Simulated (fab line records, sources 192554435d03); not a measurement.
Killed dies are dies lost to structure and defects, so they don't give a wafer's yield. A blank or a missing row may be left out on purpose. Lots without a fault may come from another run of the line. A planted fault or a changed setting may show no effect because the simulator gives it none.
Which tool did it? | flow n5_finfet | 10 lots, 30 wafers sampled, at 4 steps of a route of 1938

WHAT THE GAUGES READ, wafer by wafer
N5_BEOL_M11_CD_MEAS_11: target cd 64.1 nm. Usual: cd_nm 64.3 nm, standard deviation 0.42.
lot  | measured     | on        | cd_nm (nm)     | flag
L114 | day 11 10:06 | cd_sem-01 | 63.5 64.1 65.0 |
L115 | day 11 11:22 | cd_sem-01 | 64.5 64.3 64.2 |
L116 | day 12 07:15 | cd_sem-03 | 63.4 64.0 64.0 |
L119 | day 13 05:35 | cd_sem-02 | 64.1 64.9 64.4 |
L121 | day 13 09:02 | cd_sem-03 | 63.6 64.5 64.6 |
L120 | day 13 16:49 | cd_sem-01 | 64.4 64.1 63.6 |
L125 | day 14 02:07 | cd_sem-03 | 64.3 63.6 63.9 |
L128 | day 15 03:17 | cd_sem-03 | 64.2 64.4 63.8 |
L130 | day 16 02:56 | cd_sem-02 | 64.3 64.3 64.3 |
L132 | day 16 08:05 | cd_sem-03 | 64.5 65.0 63.9 |

N5_BEOL_M11_OVL_MEAS_29. Usual: V10_OVL 0.1 nm, standard deviation 0.74.
lot  | measured     | on         | V10_OVL (nm)   | flag
L114 | day 11 11:11 | overlay-01 | 0.2 -0.3 0.3   |
L115 | day 11 17:34 | overlay-01 | 0.5 -1.0 0.0   |
L116 | day 12 09:43 | overlay-01 | -0.2 0.6 -0.3  |
L119 | day 13 07:37 | overlay-02 | 0.5 0.0 -0.7   |
L121 | day 13 11:35 | overlay-02 | 8.6 9.2 9.3    | OFF
L120 | day 13 18:58 | overlay-02 | -0.6 -0.5 0.2  |
L125 | day 14 05:18 | overlay-02 | 8.1 10.0 8.6   | OFF
L128 | day 15 06:58 | overlay-02 | -1.2 -0.3 -0.2 |
L130 | day 16 05:13 | overlay-01 | 0.0 1.9 -0.3   |
L132 | day 16 12:17 | overlay-01 | 0.0 1.3 -0.5   |

WHICH TOOL RAN EACH LOT (tool, then ch and the chambers of the sampled wafers, then the start)
lot  | N5_BEOL_M11_STRIP_19               | N5_BEOL_M11_EXPOSE_25
L114 | rie_diel-03 ch 0,1,2, day 11 10:43 | arfi_scanner-02 ch 0, day 11 11:01
L115 | rie_diel-03 ch 1,2, day 11 11:55   | arfi_scanner-01 ch 0, day 11 17:24
L116 | rie_diel-03 ch 1,2, day 12 07:50   | arfi_scanner-02 ch 0, day 12 09:34
L119 | rie_diel-01 ch 0,3, day 13 06:03   | arfi_scanner-02 ch 0, day 13 07:27
L121 | rie_diel-03 ch 0,2, day 13 09:33   | arfi_scanner-01 ch 0, day 13 11:25
L120 | rie_diel-01 ch 0,1,3, day 13 17:30 | arfi_scanner-03 ch 0, day 13 18:46
L125 | rie_diel-06 ch 0,1, day 14 02:41   | arfi_scanner-01 ch 0, day 14 05:08
L128 | rie_diel-01 ch 2,3, day 15 04:29   | arfi_scanner-03 ch 0, day 15 06:49
L130 | rie_diel-03 ch 0,2, day 16 03:31   | arfi_scanner-03 ch 0, day 16 05:04
L132 | rie_diel-06 ch 1,2, day 16 08:51   | arfi_scanner-03 ch 0, day 16 12:08
- N5_BEOL_M11_STRIP_19: strips in O2.
- N5_BEOL_M11_EXPOSE_25: exposes mask V10.

WHAT THE TOOLS THEMSELVES READ (means of the sampled wafers that have a number; where no wafer has one, the mark that the record gives instead)
N5_BEOL_M11_STRIP_19. Usual: drypump_motor_current_A 5.5 A, standard deviation 0.31; oes_product_au 0.79 a.u., standard deviation 0.083; rf_vpp_V 3.7 V, standard deviation 0.59; showerhead_plenum_p_Torr 2.08 Torr, standard deviation 0.083; throttle_valve_pct 16.60 %, standard deviation 0.26.
lot  | tool        | drypump_motor_current_A (A) | oes_product_au (a.u.) | rf_vpp_V (V) | showerhead_plenum_p_Torr (Torr) | throttle_valve_pct (%) | flag
L114 | rie_diel-03 | 5.4                         | 0.73                  | 3.5          | 2.03                            | 16.74                  |
L115 | rie_diel-03 | 5.3                         | 0.74                  | 3.5          | 2.03                            | 16.93                  |
L116 | rie_diel-03 | 5.2                         | 0.74                  | 3.7          | 1.97                            | 16.70                  |
L119 | rie_diel-01 | 5.5                         | 0.75                  | 3.3          | 2.04                            | 16.54                  |
L121 | rie_diel-03 | 5.4                         | 0.71                  | 3.5          | 2.08                            | 17.01                  |
L120 | rie_diel-01 | 5.5                         | 0.74                  | 3.5          | 2.09                            | 16.70                  |
L125 | rie_diel-06 | 5.6                         | 0.84                  | 3.2          | 2.12                            | 16.43                  |
L128 | rie_diel-01 | 5.7                         | 0.81                  | 3.6          | 2.02                            | 16.44                  |
L130 | rie_diel-03 | 5.5                         | 0.90                  | 4.2          | 2.06                            | 16.56                  |
L132 | rie_diel-06 | 6.0                         | 0.77                  | 3.2          | 2.16                            | 16.47                  |

N5_BEOL_M11_EXPOSE_25. Usual: reticle_temp_C 23.00 C, standard deviation 0.14.
lot  | tool            | reticle_temp_C (C) | flag
L114 | arfi_scanner-02 | 22.94              |
L115 | arfi_scanner-01 | 22.85              |
L116 | arfi_scanner-02 | 23.10              |
L119 | arfi_scanner-02 | 23.15              |
L121 | arfi_scanner-01 | 22.95              |
L120 | arfi_scanner-03 | 23.08              |
L125 | arfi_scanner-01 | 23.05              |
L128 | arfi_scanner-03 | 23.26              |
L130 | arfi_scanner-03 | 22.85              |
L132 | arfi_scanner-03 | 22.98              |

THE ANSWER, worked out from the rows above alone
Rule: a lot is off if the mean of its wafers that have a number lies more than 3 standard deviations from the usual mean. A lot without any number at a reading at which 4 lots or more have one is off too. The other lots that the step has rows for count as sound. The gauges are gone through in route order, then the tools' own readings, and for those a lot's mean is taken as printed above. The first step at which some lot is off is used, and at that step the reading that is off furthest; a lot without a number counts as furthest.
Off: L121, L125, at N5_BEOL_M11_OVL_MEAS_29 (V10_OVL).
A tool fits if, at a process step before that reading, it ran every lot that is off, and no sound lot after the first of them. The gauges at N5_BEOL_M11_OVL_MEAS_29 are tried like those tools. One fits: arfi_scanner-01 at N5_BEOL_M11_EXPOSE_25. Its last sound lot is L115 (day 11 17:24), its first lot that is off L121 (day 13 11:25): a fault that began between those two fits.

WHAT THE SIMULATOR HAD PUT IN
Scanner matching overlay: arfi_scanner-01, from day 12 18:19 on, at N5_BEOL_M11_EXPOSE_25. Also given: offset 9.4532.
Lots struck among those shown: L121, L125. The rule above found the same.
